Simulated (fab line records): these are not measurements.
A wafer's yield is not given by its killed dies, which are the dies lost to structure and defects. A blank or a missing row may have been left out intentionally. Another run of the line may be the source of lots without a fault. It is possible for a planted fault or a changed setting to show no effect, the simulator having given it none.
Split-lot study | flow n5-finfet | 21 wafers read from 7 lots, route of 1938 steps

== ON THE SPLIT ==
At N5_MOL_CONTACT_COAG_ETCH_124 (etches SiNx in CH3F/O2, stops on SiOC, target depth 6.5 nm), the setting source-w was moved away from the recipe's 395 W on 10 of the 21 wafers read, by -16.9% to +15.6%. This setting was run at the recipe's value on the other wafers.

The reading comes from the split's own step.

== THE READING ==
rf-vpp-V, in V, at N5_MOL_CONTACT_COAG_ETCH_124 (etches SiNx in CH3F/O2, stops on SiOC, target depth 6.5 nm). Fault-free wafers of this fab line usually give 298.1 V, standard deviation 2.6 V.

wafer  | tool, chamber at the split | source-w as run, W | against the recipe | rf-vpp-V, V | against lot-mates on the recipe
L076.1 | rie-diel-03, 1             | 446.5              | +13.0%             | 284.2       | -15.1
L076.2 | rie-diel-03, 2             | 446.5              | +13.0%             | 276.8       | -22.5
L076.5 | rie-diel-03, 3             | 395                | recipe             | 299.3       | -
L080.1 | rie-diel-05, 2             | 395                | recipe             | 300.9       | -
L080.3 | rie-diel-05, 1             | 330.5              | -16.3%             | 326.1       | +25.2
L080.6 | rie-diel-05, 1             | 330.5              | -16.3%             | 326.8       | +25.9
L089.3 | rie-diel-03, 1             | 456.6              | +15.6%             | 280.4       | no lot-mate on the recipe
L089.4 | rie-diel-03, 2             | 456.6              | +15.6%             | 274.2       | no lot-mate on the recipe
L089.5 | rie-diel-03, 1             | 456.6              | +15.6%             | 281.9       | no lot-mate on the recipe
L091.2 | rie-diel-05, 3             | 395                | recipe             | 299.2       | -
L091.4 | rie-diel-05, 1             | 328.3              | -16.9%             | 326.7       | +27.5
L091.6 | rie-diel-05, 3             | 328.3              | -16.9%             | 324.5       | +25.3
L094.1 | rie-diel-06, 2             | 395                | recipe             | 300.4       | -
L094.2 | rie-diel-06, 0             | 395                | recipe             | 297.7       | -
L094.5 | rie-diel-06, 1             | 367.9              | -6.9%              | 309.5       | +10.5
L095.2 | rie-diel-06, 1             | 395                | recipe             | 298.6       | -
L095.3 | rie-diel-06, 0             | 395                | recipe             | 297.5       | -
L095.6 | rie-diel-06, 1             | 395                | recipe             | 298.5       | -
L096.2 | rie-diel-05, 0             | 395                | recipe             | 295.5       | -
L096.4 | rie-diel-05, 2             | 395                | recipe             | 300.8       | -
L096.6 | rie-diel-05, 3             | 395                | recipe             | 297.6       | -

FIT RESULTS
A straight line over all 21 wafers: rf-vpp-V changes by -1.48 V for each +1% of source-w; r = -0.99; the points scatter about the line by 2.6 V.
The same after taking each lot's own level away (the mean of its wafers on the recipe; 18 wafers): -1.53 V for each +1%; r = -0.99; scatter 1.8 V.
The reading moves by 26 V for the largest change in source-w, on that fit.
Across the lots, their own levels run from 297.97 to 300.90 V, a range of 1.1 times the standard deviation given above.
Consequently the slope shifts little with the lot-to-lot level, the two slopes agreeing.
Check: +25.7 V against its lot-mates is what the line predicts for one of the wafers moved furthest among these (-16.9%) when that wafer is left out of the fit. Against them it came out at +27.5 V.
Tool readings at the split's step, against how far the setting was moved: rf-vpp-V r = -0.99.

== FILE'S OWN FIT ==
rf-vpp-V changes by -1.54 V for each +1% of source-w, r = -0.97.
